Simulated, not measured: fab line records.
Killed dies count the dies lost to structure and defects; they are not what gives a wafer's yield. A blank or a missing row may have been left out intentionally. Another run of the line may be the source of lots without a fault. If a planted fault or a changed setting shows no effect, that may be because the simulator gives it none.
fab line records -- flow nand_harc -- part 1 of 2: steps 1 to 30 of 40
[record] lots = 5, wafers = 15, last_day = 33
route steps=1302 shown A_STAIRCASE@846 A_SGD_CUT@890
lots with no fault: from the same line, run without faults
start_h: hours from the record's opening day to when the first of the lot's shown wafers began -- wait_h: time in hours since the lot's previous step -- " same as the row above -- L1.1+2: a row that stands for several wafers -- - no value, or no start was given -- * or withheld: withheld -- < > ~ a bound
route shown NAME@n: a module of which the file shows steps, and the number in the route of the first -- usual: mean/standard deviation of fault-free wafers -- same: alike in all rows -- chamber/n: place in a boat -- sites: each site's reading -- _std_site: their standard deviation -- _edge_site: mean of outer sites minus mean of inner sites -- radius_mm: for every site, how far away it sits from the centre of the wafer -- mask NAME#n: copy n -- behind: the last tool/chamber to shape the wafer -- hold: reason for holding the lot/hours on hold/outcome of the hold -- device: the transistor (n, p or np) that didn't switch -- end of line: tests run on the same wafers once the route is complete -- for a step that has no rows: nothing shown but its recipe -- killed: dies lost to structure and defects at the first sort, not the wafer's yield -- map: shows each die of a wafer: x if killed, . if not, _ if none is there
set.NAME: setting as actually run; set.NAME@STEP: the setting as run at that earlier step -- model.NAME: the simulator's own value behind a step, which no gauge read
certain route steps with their lots: each step a table, each wafer a row
services: from which hour (start_h, from the record's first day; less than 0 if before it) a tool's chamber was out of use, for how many hours, and why
[[steps]]
[step NHARC_A_STAIRCASE_PRECLEAN_419]
[recipe] time_s = *, temp_c = 50, bath_age_min = 0, chemistry = SC1
lot.wafer,tool,chamber,start_h,wait_h
L076.4+3+6,wet_bench-04,"2,4,6",401.47,0.0
L079.4+6+2,wet_bench-04,"7,0,1",426.96,0.0
L081.6+4+2,wet_bench-07,"7,1,2",441.46,0.0
L095.2+4+5,wet_bench-06,"6,7,2",590.63,0.0
L096.6+5+4,wet_bench-07,"6,7,1",608.38,0.0
[step NHARC_A_STAIRCASE_SRD_421]
lot.wafer,tool,chamber,start_h,wait_h
L076.4+3+6,wet_bench-04,"2,4,6",-,-
L079.4+6+2,wet_bench-04,"7,0,1",-,-
L081.6+4+2,wet_bench-07,"7,1,2",-,-
L095.2+4+5,wet_bench-06,"6,7,2",-,-
L096.6+5+4,wet_bench-07,"6,7,1",-,-
[step NHARC_A_STAIRCASE_ALD_420]
[recipe] target_thk_a = 200, pulse_time_s = 6, ald_cycles = 200, temp_c = 300, material = SiO2
[usual] heater_power_w = 480/77, precursor_pulse_height_rel = 1.000/0.018
lot.wafer,tool,chamber,start_h,wait_h,heater_power_w,precursor_pulse_height_rel
L076.3,ald_hk-01,3,401.63,-,512,1.032
L076.4,ald_hk-01,0,401.63,-,448,1.033
L076.6,ald_hk-01,0,401.63,-,431,1.030
L079.2,ald_hk-01,1,427.25,-,414,0.999
L079.4,ald_hk-01,2,427.25,-,514,0.994
L079.6,ald_hk-01,1,427.25,-,413,0.974
L081.4,ald_hk-03,0,441.60,-,486,1.009
L081.2,ald_hk-03,2,441.60,-,639,1.004
L081.6,ald_hk-03,1,441.60,-,391,0.997
L095.2,ald_hk-02,2,590.77,-,565,1.004
L095.4,ald_hk-02,3,590.77,-,434,1.012
L095.5,ald_hk-02,2,590.77,-,559,0.965
L096.4,ald_hk-03,2,608.51,-,623,1.002
L096.6,ald_hk-03,2,608.51,-,637,0.962
L096.5,ald_hk-03,3,608.51,-,491,0.999
[step NHARC_A_STAIRCASE_CVD_552]
[recipe] target_thk_a = 400, temp_c = 700, pressure_mtorr = 300, material = SiNx
[usual] spike_tc_upper_C = 699.3/1.2
lot.wafer,tool,chamber,start_h,wait_h,spike_tc_upper_C
L076.3,lpcvd-01,1,-,-,699.0
L076.4,lpcvd-01,1,-,-,698.9
L076.6,lpcvd-01,1,-,-,698.8
L079.2,lpcvd-02,0,-,-,700.1
L079.4,lpcvd-02,0,-,-,699.5
L079.6,lpcvd-02,0,-,-,698.3
L081.2,lpcvd-02,1,-,-,698.6
L081.4,lpcvd-02,1,-,-,701.7
L081.6,lpcvd-02,1,-,-,700.2
L095.2,lpcvd-02,0,-,-,701.1
L095.4,lpcvd-02,0,-,-,698.6
L095.5,lpcvd-02,0,-,-,701.4
L096.4,lpcvd-02,0,-,-,699.4
L096.5,lpcvd-02,0,-,-,697.3
L096.6,lpcvd-02,0,-,-,700.5
[step NHARC_A_STAIRCASE_DEP_151]
[recipe] target_thk_a = 72000, temp_c = 400, target_thk_nm = 7200, teos_flow_sccm = 200, rf_w = 500, material = SiO2
[usual] heater_power_w = 644/66
lot.wafer,tool,chamber,start_h,wait_h,heater_power_w
L076.3,pecvd-03,2,410.49,0.5,703
L076.4,pecvd-03,2,410.49,0.5,596
L076.6,pecvd-03,0,410.49,0.5,626
L079.2,pecvd-03,1,435.68,0.5,677
L079.6,pecvd-03,1,435.68,0.5,568
L079.4,pecvd-03,2,435.68,0.5,597
L081.2,pecvd-03,2,449.79,0.5,723
L081.4,pecvd-03,1,449.79,0.5,566
L081.6,pecvd-03,2,449.79,0.5,600
L095.2,pecvd-01,2,596.97,0.6,795
L095.4,pecvd-01,0,596.97,0.6,666
L095.5,pecvd-01,1,596.97,0.6,499
L096.5,pecvd-03,0,616.86,0.7,607
L096.6,pecvd-03,1,616.86,0.7,545
L096.4,pecvd-03,2,616.86,0.7,614
[step NHARC_A_STAIRCASE_ANNEAL_320]
[recipe] temp_c = 750, time_s = 1800
[usual] spike_tc_upper_C = 750.5/1, tube_center_temp_C = 749.99/0.068, tube_center_temp_C_max = 751.9/0.32
lot.wafer,tool,chamber,start_h,wait_h,spike_tc_upper_C,tube_center_temp_C,tube_center_temp_C_max
L076.3,furnace-04,0,416.79,-,748.8,749.91,752.4
L076.4,furnace-04,0,416.79,-,749.6,750.04,751.8
L076.6,furnace-04,0,416.79,-,750.0,749.94,751.5
L079.2,furnace-07,0,440.03,-,749.2,750.11,751.8
L079.4,furnace-07,0,440.03,-,749.9,750,751.8
L079.6,furnace-07,0,440.03,-,751.2,749.97,752.1
L081.2,furnace-03,0,453.76,-,750.3,750.08,751.5
L081.4,furnace-03,0,453.76,-,751.2,749.99,752.2
L081.6,furnace-03,0,453.76,-,752.3,750.08,751.8
L095.2,furnace-03,0,601.42,-,752.6,749.97,751.8
L095.4,furnace-03,0,601.42,-,749.7,750.12,751.6
L095.5,furnace-03,0,601.42,-,751.1,750.01,751.7
L096.4,furnace-03,0,620.73,-,751.8,749.99,752.1
L096.5,furnace-03,0,620.73,-,751.1,750.09,752.3
L096.6,furnace-03,0,620.73,-,751.3,749.95,751.5
[step NHARC_A_STAIRCASE_DEP_322]
[recipe] target_thk_a = 72000, temp_c = 400, target_thk_nm = 7200, teos_flow_sccm = 200, rf_w = 500, material = SiO2
[usual] heater_power_w = 649/72
lot.wafer,tool,chamber,start_h,wait_h,heater_power_w
L076.3,pecvd-01,1,420.22,0.1,549
L076.6,pecvd-01,1,420.22,0.1,540
L076.4,pecvd-01,0,420.22,0.1,661
L079.2,pecvd-03,1,443.37,0.1,566
L079.4,pecvd-03,1,443.37,0.1,567
L079.6,pecvd-03,2,443.37,0.1,596
L081.2,pecvd-02,2,457.40,0.3,720
L081.4,pecvd-02,1,457.40,0.3,606
L081.6,pecvd-02,2,457.40,0.3,584
L095.2,pecvd-02,2,604.76,0.1,643
L095.5,pecvd-02,0,604.76,0.1,653
L095.4,pecvd-02,1,604.76,0.1,559
L096.4,pecvd-02,1,624.41,0.3,554
L096.6,pecvd-02,2,624.41,0.3,585
L096.5,pecvd-02,0,624.41,0.3,624
[step NHARC_A_STAIRCASE_ANNEAL_323]
[recipe] temp_c = 750, time_s = 1800
[usual] spike_tc_upper_C = 749.9/1.3, tube_center_temp_C = 749.99/0.07, tube_center_temp_C_max = 751.9/0.32
lot.wafer,tool,chamber,start_h,wait_h,spike_tc_upper_C,tube_center_temp_C,tube_center_temp_C_max
L076.3,furnace-03,0,425.98,-,750.1,749.99,751.8
L076.4,furnace-03,0,425.98,-,750.9,749.86,751.6
L076.6,furnace-03,0,425.98,-,752.5,750.02,752.0
L079.2,furnace-04,0,449.62,-,750.7,750.1,752.2
L079.4,furnace-04,0,449.62,-,751.4,750.01,751.7
L079.6,furnace-04,0,449.62,-,752.6,750.1,751.6
L081.2,furnace-03,0,461.26,-,751.0,749.96,751.7
L081.4,furnace-03,0,461.26,-,751.5,750.01,752.6
L081.6,furnace-03,0,461.26,-,751.2,749.91,751.3
L095.2,furnace-04,0,610.94,-,750.4,750.06,751.7
L095.4,furnace-04,0,610.94,-,751.2,749.98,752.1
L095.5,furnace-04,0,610.94,-,749.6,749.97,751.6
L096.4,furnace-07,0,628.58,-,748.4,749.95,752.2
L096.5,furnace-07,0,628.58,-,748.8,749.98,751.6
L096.6,furnace-07,0,628.58,-,748.9,750.07,751.8
[step NHARC_A_STAIRCASE_DEP_325]
[recipe] target_thk_a = 72000, temp_c = 400, target_thk_nm = 7200, teos_flow_sccm = 200, rf_w = 500, material = SiO2
[usual] heater_power_w = 650/71
lot.wafer,tool,chamber,start_h,wait_h,heater_power_w
L076.3,pecvd-03,1,429.58,0.3,723
L076.4,pecvd-03,2,429.58,0.3,596
L076.6,pecvd-03,1,429.58,0.3,553
L079.2,pecvd-03,0,453.06,0.1,750
L079.4,pecvd-03,0,453.06,0.1,627
L079.6,pecvd-03,2,453.06,0.1,599
L081.2,pecvd-03,1,464.75,0.2,604
L081.6,pecvd-03,0,464.75,0.2,633
L081.4,pecvd-03,1,464.75,0.2,548
L095.2,pecvd-03,1,614.60,0.3,559
L095.4,pecvd-03,2,614.60,0.3,637
L095.5,pecvd-03,0,614.60,0.3,608
L096.6,pecvd-01,1,632.25,0.4,511
L096.5,pecvd-01,2,632.25,0.4,635
L096.4,pecvd-01,0,632.25,0.4,667
[step NHARC_A_STAIRCASE_ANNEAL_326]
[recipe] temp_c = 750, time_s = 1800
[usual] spike_tc_upper_C = 750.3/1.2, tube_center_temp_C = 750/0.07, tube_center_temp_C_max = 751.9/0.32
lot.wafer,tool,chamber,start_h,wait_h,spike_tc_upper_C,tube_center_temp_C,tube_center_temp_C_max
L076.3,furnace-03,0,434.91,-,751.7,749.93,751.8
L076.4,furnace-03,0,434.91,-,749.9,750.05,752.3
L076.6,furnace-03,0,434.91,-,750.9,750.01,751.7
L079.2,furnace-03,0,457.01,-,750.7,749.98,752.1
L079.4,furnace-03,0,457.01,-,752.6,749.95,751.8
L079.6,furnace-03,0,457.01,-,751.4,750.07,752.4
L081.2,furnace-04,0,468.86,-,750.6,750.11,751.7
L081.4,furnace-04,0,468.86,-,750.0,749.99,751.5
L081.6,furnace-04,0,468.86,-,752.0,749.89,751.5
L095.2,furnace-04,0,619.55,-,751.0,750.05,752.1
L095.4,furnace-04,0,619.55,-,750.2,749.94,752.2
L095.5,furnace-04,0,619.55,-,752.4,749.99,751.9
L096.4,furnace-04,0,638.20,-,751.0,749.93,751.6
L096.5,furnace-04,0,638.20,-,749.8,749.97,752.1
L096.6,furnace-04,0,638.20,-,751.0,750.06,752.2
[step NHARC_A_STAIRCASE_DEHYDRATE_433]
[recipe] temp_c = 150, time_s = 120
lot.wafer,tool,chamber,start_h,wait_h
L076.3+4+6,litho_track-07,0,438.30,0.1
L079.2+4+6,litho_track-07,0,460.44,0.1
L081.2+4+6,litho_track-03,0,472.21,0.1
L095.2+4+5,litho_track-03,0,622.91,0.1
L096.4+5+6,litho_track-03,0,641.57,0.1
[step NHARC_A_STAIRCASE_HMDS_434]
[recipe] time_s = 30
lot.wafer,tool,chamber,start_h,wait_h
L076.3+4+6,litho_track-07,0,-,-
L079.2+4+6,litho_track-07,0,-,-
L081.2+4+6,litho_track-03,0,-,-
L095.2+4+5,litho_track-03,0,-,-
L096.4+5+6,litho_track-03,0,-,-
[step NHARC_A_STAIRCASE_COAT_435]
[recipe] spin_rpm = 1200
lot.wafer,tool,chamber,start_h,wait_h
L076.3+4+6,litho_track-07,0,-,-
L079.2+4+6,litho_track-07,0,-,-
L081.2+4+6,litho_track-03,0,-,-
L095.2+4+5,litho_track-03,0,-,-
L096.4+5+6,litho_track-03,0,-,-
[step NHARC_A_STAIRCASE_SOFTBAKE_436]
[recipe] temp_c = 135, time_s = 170
lot.wafer,tool,chamber,start_h,wait_h
L076.3+4+6,litho_track-07,0,-,-
L079.2+4+6,litho_track-07,0,-,-
L081.2+4+6,litho_track-03,0,-,-
L095.2+4+5,litho_track-03,0,-,-
L096.4+5+6,litho_track-03,0,-,-
[step NHARC_A_STAIRCASE_EBR_437]
lot.wafer,tool,chamber,start_h,wait_h
L076.3+4+6,litho_track-07,0,-,-
L079.2+4+6,litho_track-07,0,-,-
L081.2+4+6,litho_track-03,0,-,-
L095.2+4+5,litho_track-03,0,-,-
L096.4+5+6,litho_track-03,0,-,-
[step NHARC_A_STAIRCASE_EXPOSE_438]
[recipe] na = 0.5, dose_mj = 28.97, mask_id = STAIR_REV
lot.wafer,tool,chamber,start_h,wait_h,mask
L076.3+4+6,krf_scanner-03,0,438.68,-,STAIR_REV#0
L079.2+4+6,krf_scanner-01,0,460.78,-,STAIR_REV#0
L081.2+4+6,krf_scanner-02,0,472.58,-,STAIR_REV#0
L095.2+4+5,krf_scanner-02,0,623.41,-,STAIR_REV#0
L096.4+5+6,krf_scanner-02,0,641.92,-,STAIR_REV#0
[step NHARC_A_STAIRCASE_PEB_439]
[recipe] peb_temp_c = 115, peb_time_s = 130
lot.wafer,tool,chamber,start_h,wait_h
L076.3+4+6,litho_track-07,0,438.74,0.1
L079.2+4+6,litho_track-02,0,460.84,0.1
L081.2+4+6,litho_track-02,0,472.64,0.1
L095.2+4+5,litho_track-03,0,623.47,0.1
L096.4+5+6,litho_track-07,0,641.97,0.0
[step NHARC_A_STAIRCASE_DEVELOP_440]
[recipe] time_s = 140
lot.wafer,tool,chamber,start_h,wait_h
L076.3+4+6,litho_track-07,0,-,-
L079.2+4+6,litho_track-02,0,-,-
L081.2+4+6,litho_track-02,0,-,-
L095.2+4+5,litho_track-03,0,-,-
L096.4+5+6,litho_track-07,0,-,-
[step NHARC_A_STAIRCASE_HARDBAKE_442]
[recipe] temp_c = 120, time_s = 140
lot.wafer,tool,chamber,start_h,wait_h
L076.3+4+6,litho_track-07,0,438.96,-
L079.2+4+6,litho_track-07,0,461.06,-
L081.2+4+6,litho_track-02,0,472.86,-
L095.2+4+5,litho_track-07,0,623.70,-
L096.4+5+6,litho_track-07,0,642.22,-
[step NHARC_A_STAIRCASE_DESCUM_443]
[recipe] time_s = 3, o2_flow_sccm = 200, ar_flow_sccm = 0, bias_power_w = 0, chemistry = O2
[usual] drypump_motor_current_A = 5.76/0.28, oes_product_au = 0.999/0.0098, rf_vpp_V = 57.8/0.86, showerhead_plenum_p_Torr = 1.89/0.083, throttle_valve_pct = 11.312/0.0083
lot.wafer,tool,chamber,start_h,wait_h,drypump_motor_current_A,oes_product_au,rf_hours_counter_h,rf_vpp_V,showerhead_plenum_p_Torr,throttle_valve_pct
L076.4,rie_diel-01,0,439.08,-,5.45,0.976,23,56.9,1.87,11.318
L076.3,rie_diel-01,1,439.08,-,6.07,1.002,23,56.8,1.87,11.325
L076.6,rie_diel-01,2,439.08,-,6.11,0.992,-,57.2,1.82,11.301
L079.2,rie_diel-10,3,461.16,-,6.00,1.003,8,57.4,1.91,11.302
L079.4,rie_diel-10,1,461.16,-,5.59,0.991,10,57.7,2.07,11.311
L079.6,rie_diel-10,2,461.16,-,5.21,1.010,-,58.5,1.92,11.316
L081.4,rie_diel-01,0,473.34,-,5.44,1.000,41,58.5,1.86,11.305
L081.2,rie_diel-01,3,473.34,-,5.71,1.007,31,58.9,1.83,11.313
L081.6,rie_diel-01,0,473.34,-,5.46,0.996,-,57.0,1.86,11.305
L095.4,rie_diel-10,3,623.79,-,5.98,1.006,2,57.0,1.90,11.305
L095.2,rie_diel-10,1,623.79,-,5.53,0.994,2,58.9,2.06,11.317
L095.5,rie_diel-10,2,623.79,-,5.17,1.006,-,58.3,1.90,11.304
L096.4,rie_diel-10,2,642.32,-,5.18,0.999,7,56.7,1.90,11.320
L096.6,rie_diel-10,3,642.32,-,5.99,1.013,-,57.9,1.90,11.320
L096.5,rie_diel-10,0,642.32,-,5.83,0.993,-,57.4,1.87,11.293
[step NHARC_A_STAIRCASE_ETCH_444]
[recipe] target_depth_a = 2.04e+05, time_s = 6800, c4f8_flow_sccm = 20, o2_flow_sccm = 10, ar_flow_sccm = withheld, rf_w = 600, bias_w = 1000, chemistry = C4F8/O2
[usual] oes_product_au = 0.939/0.021, rf_vpp_V = 805/4.8
lot.wafer,tool,chamber,start_h,wait_h,oes_product_au,rf_hours_counter_h,rf_vpp_V
L076.3,rie_diel-01,0,439.20,0.1,0.902,24,804
L076.4,rie_diel-01,3,440.68,1.6,0.929,18,802
L076.6,rie_diel-01,1,440.68,1.6,0.924,-,806
L079.4,rie_diel-10,0,461.23,0.1,0.947,8,806
L079.2,rie_diel-10,3,462.66,1.5,0.957,9,805
L079.6,rie_diel-10,1,462.66,1.5,0.959,-,816
L081.4,rie_diel-01,3,473.98,0.6,0.930,32,803
L081.2,rie_diel-01,1,473.98,0.6,0.927,39,806
L081.6,rie_diel-01,2,473.98,0.6,0.931,-,802
L095.4,rie_diel-10,1,624.83,1.0,0.958,3,815
L095.2,rie_diel-10,2,624.83,1.0,0.956,3,805
L095.5,rie_diel-10,3,624.83,1.0,0.973,-,805
L096.4,rie_diel-10,2,642.86,0.5,0.976,8,805
L096.5,rie_diel-10,1,644.29,1.9,0.973,-,814
L096.6,rie_diel-10,2,644.29,1.9,0.981,-,806
[step NHARC_A_STAIRCASE_STRIP_446]
[recipe] power_w = 1500, temp_c = 250, chemistry = O2
[usual] drypump_motor_current_A = 5.86/0.12, heater_power_w = 296/38
lot.wafer,tool,chamber,start_h,wait_h,drypump_motor_current_A,heater_power_w,rf_hours_counter_h
L076.3,plasma_asher-01,1,443.80,0.1,5.69,337,-
L076.4,plasma_asher-01,0,443.80,0.1,5.93,243,-
L076.6,plasma_asher-01,1,443.80,0.1,5.68,325,-
L079.2,plasma_asher-01,1,465.63,0.0,5.68,318,27
L079.4,plasma_asher-01,1,465.63,0.0,5.67,328,-
L079.6,plasma_asher-01,0,465.63,0.0,5.91,250,-
L081.2,plasma_asher-01,1,477.94,0.0,5.71,332,29
L081.4,plasma_asher-01,1,477.94,0.0,5.70,326,-
L081.6,plasma_asher-01,1,477.94,0.0,5.72,326,-
L095.2,plasma_asher-01,0,628.33,0.1,5.92,248,21
L095.4,plasma_asher-01,1,628.33,0.1,5.71,330,-
L095.5,plasma_asher-01,1,628.33,0.1,5.69,316,-
L096.4,plasma_asher-01,0,646.94,0.2,5.91,251,-
L096.5,plasma_asher-01,1,646.94,0.2,5.72,329,-
L096.6,plasma_asher-01,0,646.94,0.2,5.90,251,-
[step NHARC_A_STAIRCASE_STRIP_447]
[recipe] time_s = 900, temp_c = 130, chemistry = SPM
lot.wafer,tool,chamber,start_h,wait_h
L076.6+4+3,wet_bench-04,"1,3,5",444.06,0.1
L079.2+4+6,wet_bench-04,"0,2,3",465.99,0.3
L081.4+6+2,wet_bench-04,"6,0,2",478.29,0.2
L095.4+2+5,wet_bench-04,"6,7,0",628.65,0.2
L096.5+6+4,wet_bench-07,"2,3,4",647.17,0.1
[step NHARC_A_STAIRCASE_PRECLEAN_448]
[recipe] time_s = *, temp_c = 50, bath_age_min = 0, chemistry = SC1
lot.wafer,tool,chamber,start_h,wait_h
L076.6+4+3,wet_bench-04,"1,3,5",-,-
L079.2+4+6,wet_bench-04,"0,2,3",-,-
L081.4+6+2,wet_bench-04,"6,0,2",-,-
L095.4+2+5,wet_bench-04,"6,7,0",-,-
L096.5+6+4,wet_bench-07,"2,3,4",-,-
[step NHARC_A_STAIRCASE_SRD_449]
lot.wafer,tool,chamber,start_h,wait_h
L076.6+4+3,wet_bench-04,"1,3,5",-,-
L079.2+4+6,wet_bench-04,"0,2,3",-,-
L081.4+6+2,wet_bench-04,"6,0,2",-,-
L095.4+2+5,wet_bench-04,"6,7,0",-,-
L096.5+6+4,wet_bench-07,"2,3,4",-,-
[step NHARC_A_STAIRCASE_CMP_450]
[recipe] target_thk_nm = 200, material = SiO2
[usual] edge_zone_pressure_frac = 1.000/0.005, motor_current_A = 12.3/0.91
lot.wafer,tool,chamber,start_h,wait_h,edge_zone_pressure_frac,motor_current_A
L076.4,cmp-02,1,444.50,-,1.000,13.0
L076.3,cmp-02,0,444.50,-,1.002,13.3
L076.6,cmp-02,2,444.50,-,1.003,11.5
L079.4,cmp-01,0,466.43,-,0.996,12.5
L079.2,cmp-01,1,466.43,-,1.002,12.2
L079.6,cmp-01,0,466.43,-,0.997,12.7
L081.4,cmp-03,0,478.73,-,1.000,12.5
L081.2,cmp-03,2,478.73,-,1.008,12.5
L081.6,cmp-03,1,478.73,-,1.000,12.5
L095.4,cmp-01,0,629.09,-,1.002,12.2
L095.2,cmp-01,3,629.09,-,1.002,11.6
L095.5,cmp-01,1,629.09,-,0.999,12.6
L096.4,cmp-01,1,647.60,-,1.007,11.3
L096.5,cmp-01,1,647.60,-,1.010,11.9
L096.6,cmp-01,2,647.60,-,0.995,11.1
[step NHARC_A_STAIRCASE_CMP_152]
[usual] edge_zone_pressure_frac = 1.001/0.0044, motor_current_A = 12.3/0.86
lot.wafer,tool,chamber,start_h,wait_h,edge_zone_pressure_frac,motor_current_A
L076.4,cmp-02,1,444.57,0.1,1.005,12.6
L076.3,cmp-02,0,444.57,0.1,1.004,12.2
L076.6,cmp-02,2,444.57,0.1,1.000,11.5
L079.4,cmp-01,0,466.50,0.1,1.002,12.4
L079.2,cmp-01,1,466.50,0.1,1.005,11.6
L079.6,cmp-01,0,466.50,0.1,0.996,12.5
L081.4,cmp-03,0,478.81,0.1,1.001,13.2
L081.2,cmp-03,2,478.81,0.1,1.008,12.0
L081.6,cmp-03,1,478.81,0.1,1.001,13.3
L095.4,cmp-01,0,629.17,0.1,1.005,12.1
L095.2,cmp-01,3,629.17,0.1,1.004,11.8
L095.5,cmp-01,1,629.17,0.1,1.004,11.8
L096.4,cmp-01,1,647.67,0.1,1.003,12.4
L096.5,cmp-01,1,647.67,0.1,1.002,11.2
L096.6,cmp-01,2,647.67,0.1,1.004,11.0
[step NHARC_A_STAIRCASE_SRD_154]
lot.wafer,tool,chamber,start_h,wait_h
L076.4+6+3,wet_bench-04,"5,7,0",444.86,0.0
L079.2+4+6,wet_bench-07,"7,0,1",466.80,0.0
L081.6+2+4,wet_bench-07,"1,3,4",479.10,0.0
L095.5+4+2,wet_bench-06,"0,1,3",629.46,0.0
L096.4+5+6,wet_bench-04,"4,7,1",647.96,0.0
[step NHARC_A_STAIRCASE_ETCH_403]
[recipe] target_depth_a = 1082, chemistry = dHF, material = SiO2
lot.wafer,tool,chamber,start_h,wait_h
L076.4+6+3,wet_bench-04,"5,7,0",444.89,0.0
L079.2+4+6,wet_bench-07,"7,0,1",466.82,0.0
L081.6+2+4,wet_bench-07,"1,3,4",479.12,0.0
L095.5+4+2,wet_bench-06,"0,1,3",629.49,0.0
L096.4+5+6,wet_bench-04,"4,7,1",647.98,0.0
[step NHARC_A_STAIRCASE_ETCHBACK_422]
[recipe] target_depth_a = 400, over_etch_frac = 0.3, time_s = 74.286, ion_energy_ev = 120, ch3f_flow_sccm = 50, o2_flow_sccm = 30, ar_flow_sccm = 200, rf_w = 500, bias_w = 100, chemistry = CH3F/O2
[usual] drypump_motor_current_A = 5.73/0.27, oes_product_au = 0.96/0.037, rf_vpp_V = 244.1/1.7, showerhead_plenum_p_Torr = 2.44/0.11, throttle_valve_pct = 20.664/0.0091
lot.wafer,tool,chamber,start_h,wait_h,drypump_motor_current_A,oes_product_au,rf_hours_counter_h,rf_vpp_V,showerhead_plenum_p_Torr,throttle_valve_pct
L076.3,rie_diel-10,0,445.04,0.1,5.83,1.00,4,245.0,2.42,20.656
L076.4,rie_diel-10,3,445.04,0.1,5.98,1.01,4,243.4,2.46,20.654
L076.6,rie_diel-10,1,445.04,0.1,5.59,1.00,-,245.2,2.66,20.667
L079.2,rie_diel-08,1,466.98,0.1,5.48,0.93,30,246.6,2.62,20.664
L079.4,rie_diel-08,3,466.98,0.1,5.93,0.94,27,243.3,2.39,20.672
L079.6,rie_diel-08,0,466.98,0.1,5.74,0.92,-,242.7,2.28,20.663
L081.4,rie_diel-08,0,479.27,0.1,5.74,0.91,35,242.7,2.28,20.668
L081.2,rie_diel-08,1,479.27,0.1,5.45,0.93,36,247.2,2.62,20.650
L081.6,rie_diel-08,0,479.27,0.1,5.76,0.90,-,241.3,2.28,20.657
L095.4,rie_diel-08,3,629.66,0.2,5.91,0.93,23,242.5,2.37,20.656
L095.2,rie_diel-08,0,629.66,0.2,5.75,0.92,25,246.6,2.65,20.664
L095.5,rie_diel-08,0,629.66,0.2,5.73,0.93,-,247.5,2.65,20.673
L096.4,rie_diel-01,0,648.13,0.1,5.50,0.92,30,244.0,2.37,20.671
L096.5,rie_diel-01,0,648.13,0.1,5.52,0.92,-,243.0,2.37,20.663
L096.6,rie_diel-01,1,648.13,0.1,6.10,0.93,-,242.8,2.38,20.663
